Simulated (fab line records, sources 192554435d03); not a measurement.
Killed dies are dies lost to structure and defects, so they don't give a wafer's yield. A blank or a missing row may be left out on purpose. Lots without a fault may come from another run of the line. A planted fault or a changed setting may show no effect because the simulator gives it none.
Which tool did it? | flow n5_finfet | 12 lots, 36 wafers sampled, at 4 steps of a route of 1938

WHAT THE GAUGES READ, wafer by wafer
The record holds no reading of a measuring or inspecting step that can be judged against a usual standard deviation.

WHICH TOOL RAN EACH LOT (tool, then ch and the chambers of the sampled wafers, then the start)
lot  | N5_BEOL_M8_PRECLEAN_42              | N5_MIM_TOP_SPUTTER_03        | N5_MIM_BOT_ETCH_ETCH_04            | N5_PASSIVATION_PROBE_49
L934 | wet_bench-05 ch 2,3,6, day 9 08:28  | pvd_sputter-02, day 11 21:45 | rie_diel-06 ch 0,1,2, day 11 23:20 | -
L935 | wet_bench-03 ch 4,5,6, day 9 17:36  | pvd_sputter-02, day 12 06:06 | rie_diel-01 ch 1,2,3, day 12 07:26 | -
L937 | wet_bench-03 ch 4,5,6, day 10 03:50 | pvd_sputter-02, day 12 16:38 | rie_diel-04 ch 2,3, day 12 18:19   | -
L938 | wet_bench-05 ch 0,4,7, day 11 05:16 | pvd_sputter-02, day 13 09:41 | rie_diel-01 ch 0,2,3, day 13 11:08 | -
L939 | wet_bench-02 ch 0,1,6, day 11 14:19 | pvd_sputter-03, day 13 21:34 | rie_diel-04 ch 0,3, day 13 22:52   | -
L945 | wet_bench-05 ch 2,3,4, day 12 22:16 | pvd_sputter-02, day 15 07:55 | rie_diel-04 ch 0,1,3, day 15 09:53 | -
L946 | wet_bench-02 ch 2,5,6, day 12 22:17 | pvd_sputter-03, day 15 09:17 | rie_diel-04 ch 1,3, day 15 10:50   | prober-01, day 15 21:31
L948 | wet_bench-05 ch 3,5,7, day 13 04:26 | pvd_sputter-03, day 15 20:11 | rie_diel-04 ch 0,1, day 15 21:35   | -
L951 | wet_bench-03 ch 2,3,4, day 14 06:38 | pvd_sputter-03, day 16 15:02 | rie_diel-06 ch 1,2, day 16 16:44   | -
L952 | wet_bench-05 ch 0,1,6, day 14 06:58 | pvd_sputter-03, day 16 18:23 | rie_diel-06 ch 2,3, day 16 19:53   | -
L953 | wet_bench-05 ch 1,2,4, day 14 18:19 | pvd_sputter-02, day 17 02:32 | rie_diel-04 ch 2,3, day 17 04:05   | -
L957 | wet_bench-02 ch 2,4,7, day 15 19:59 | pvd_sputter-01, day 18 09:01 | rie_diel-04 ch 1,2,3, day 18 10:20 | -
- N5_BEOL_M8_PRECLEAN_42: cleans in residue remover, time 60 s.
- N5_MIM_TOP_SPUTTER_03: material TiN, target thk 35 nm, time 89.7 s.
- N5_MIM_BOT_ETCH_ETCH_04: etches SiNx in CF4/O2, target depth 26 nm, time 13 s.
- N5_PASSIVATION_PROBE_49

WHAT THE TOOLS THEMSELVES READ (means of the sampled wafers that have a number; where no wafer has one, the mark that the record gives instead)
N5_MIM_TOP_SPUTTER_03. Usual: substrate_temp_c 200.01 C, standard deviation 0.16; throttle_valve_pct 29.8 %, standard deviation 1.1.
lot  | tool           | substrate_temp_c (C) | throttle_valve_pct (%) | flag
L934 | pvd_sputter-02 | 199.93               | 30.1                   |
L935 | pvd_sputter-02 | 199.95               | 29.6                   |
L937 | pvd_sputter-02 | 199.97               | 30.2                   |
L938 | pvd_sputter-02 | 200.08               | 30.4                   |
L939 | pvd_sputter-03 | 200.21               | 28.1                   |
L945 | pvd_sputter-02 | 200.04               | 29.7                   |
L946 | pvd_sputter-03 | 200.27               | 28.6                   |
L948 | pvd_sputter-03 | 199.92               | 30.6                   |
L951 | pvd_sputter-03 | 200.02               | 29.6                   |
L952 | pvd_sputter-03 | 199.99               | 29.7                   |
L953 | pvd_sputter-02 | 200.02               | 30.5                   |
L957 | pvd_sputter-01 | 199.95               | 29.5                   |

N5_MIM_BOT_ETCH_ETCH_04. Usual: drypump_motor_current_A 5.6 A, standard deviation 0.41; oes_product_au 0.81 a.u., standard deviation 0.077; rf_fwd_power_W 532.2 W, standard deviation 1.7; rf_vpp_V 238 V, standard deviation 6.7; showerhead_plenum_p_Torr 2.18 Torr, standard deviation 0.064; throttle_valve_pct 15.90 %, standard deviation 0.16.
lot  | tool        | drypump_motor_current_A (A) | oes_product_au (a.u.) | rf_fwd_power_W (W) | rf_vpp_V (V) | showerhead_plenum_p_Torr (Torr) | throttle_valve_pct (%) | flag
L934 | rie_diel-06 | 5.8                         | 0.80                  | 533.5              | 235          | 2.27                            | 15.88                  |
L935 | rie_diel-01 | 5.6                         | 0.90                  | 531.2              | 239          | 2.15                            | 15.77                  |
L937 | rie_diel-04 | 5.5                         | 0.75                  | 531.6              | 234          | 2.14                            | 16.00                  |
L938 | rie_diel-01 | 5.6                         | 0.84                  | 531.3              | 241          | 2.19                            | 15.80                  |
L939 | rie_diel-04 | 5.4                         | 0.76                  | 532.3              | 233          | 2.12                            | 16.00                  |
L945 | rie_diel-04 | 5.6                         | 0.78                  | 533.9              | 240          | 2.16                            | 15.97                  |
L946 | rie_diel-04 | 5.3                         | 0.79                  | 534.5              | 238          | 2.15                            | 16.01                  |
L948 | rie_diel-04 | 5.9                         | 0.81                  | 532.7              | 245          | 2.20                            | 15.91                  |
L951 | rie_diel-06 | 6.0                         | 0.82                  | 529.5              | 236          | 2.24                            | 15.97                  |
L952 | rie_diel-06 | 5.3                         | 0.78                  | 531.5              | 235          | 2.16                            | 16.08                  |
L953 | rie_diel-04 | 5.7                         | 0.87                  | 533.8              | 235          | 2.15                            | 15.74                  |
L957 | rie_diel-04 | 5.6                         | 0.81                  | 532.7              | 240          | 2.17                            | 15.87                  |

N5_PASSIVATION_PROBE_49. Usual: defect_limited_yield 91.1 %, standard deviation 1.4; killed_at_M0_to_M3 34, standard deviation 9.7; killed_at_M4_up 13, standard deviation 5.1; killed_at_contacts 14, standard deviation 6.3; killed_at_front_end 40, standard deviation 11; killed_at_other 3.5, standard deviation 2.7; killed_dies 105, standard deviation 16; killed_on_rim 13, standard deviation 4.1; killed_open 70, standard deviation 12; killed_short 34, standard deviation 7.8; sort_bin_4_leakage 0.02 %, standard deviation 0.13; sort_bin_5_function 5.2 %, standard deviation 0.88; sort_bin_6_memory 3.3 %, standard deviation 0.7; sort_bin_8_speed 0.1 %, standard deviation 0.62; sort_n_pass 1074, standard deviation 17; sort_yield_pct 91.0 %, standard deviation 1.5.
lot  | tool      | defect_limited_yield (%) | killed_at_M0_to_M3 | killed_at_M4_up | killed_at_contacts | killed_at_front_end | killed_at_other | killed_dies | killed_on_rim | killed_open | killed_short | sort_bin_4_leakage (%) | sort_bin_5_function (%) | sort_bin_6_memory (%) | sort_bin_8_speed (%) | sort_n_pass | sort_yield_pct (%) | flag
L946 | prober-01 | 90.2                     | 29                 | 39              | 8                  | 32                  | 6.3             | 115         | 13            | 59          | 24           | 0.00                   | 5.6                     | 2.8                   | 0.0                  | 1065        | 90.2               | OFF

THE ANSWER, worked out from the rows above alone
Rule: a lot is off if the mean of its wafers that have a number lies more than 3 standard deviations from the usual mean. A lot without any number at a reading at which 4 lots or more have one is off too. The other lots that the step has rows for count as sound. The gauges are gone through in route order, then the tools' own readings, and for those a lot's mean is taken as printed above. The first step at which some lot is off is used, and at that step the reading that is off furthest; a lot without a number counts as furthest.
Off: L946, at N5_PASSIVATION_PROBE_49 (killed_at_M4_up). Neither off nor sound, because the step has no rows for them: L934, L935, L937, L938, L939, L945, L948, L951, L952, L953, L957.
A tool fits if, at that step or a process step before it, it ran every lot that is off, and no sound lot after the first of them. Can't be told from this: 4 tools fit, wet_bench-02 at N5_BEOL_M8_PRECLEAN_42, pvd_sputter-03 at N5_MIM_TOP_SPUTTER_03, rie_diel-04 at N5_MIM_BOT_ETCH_ETCH_04, prober-01 at N5_PASSIVATION_PROBE_49.

WHAT THE SIMULATOR HAD PUT IN
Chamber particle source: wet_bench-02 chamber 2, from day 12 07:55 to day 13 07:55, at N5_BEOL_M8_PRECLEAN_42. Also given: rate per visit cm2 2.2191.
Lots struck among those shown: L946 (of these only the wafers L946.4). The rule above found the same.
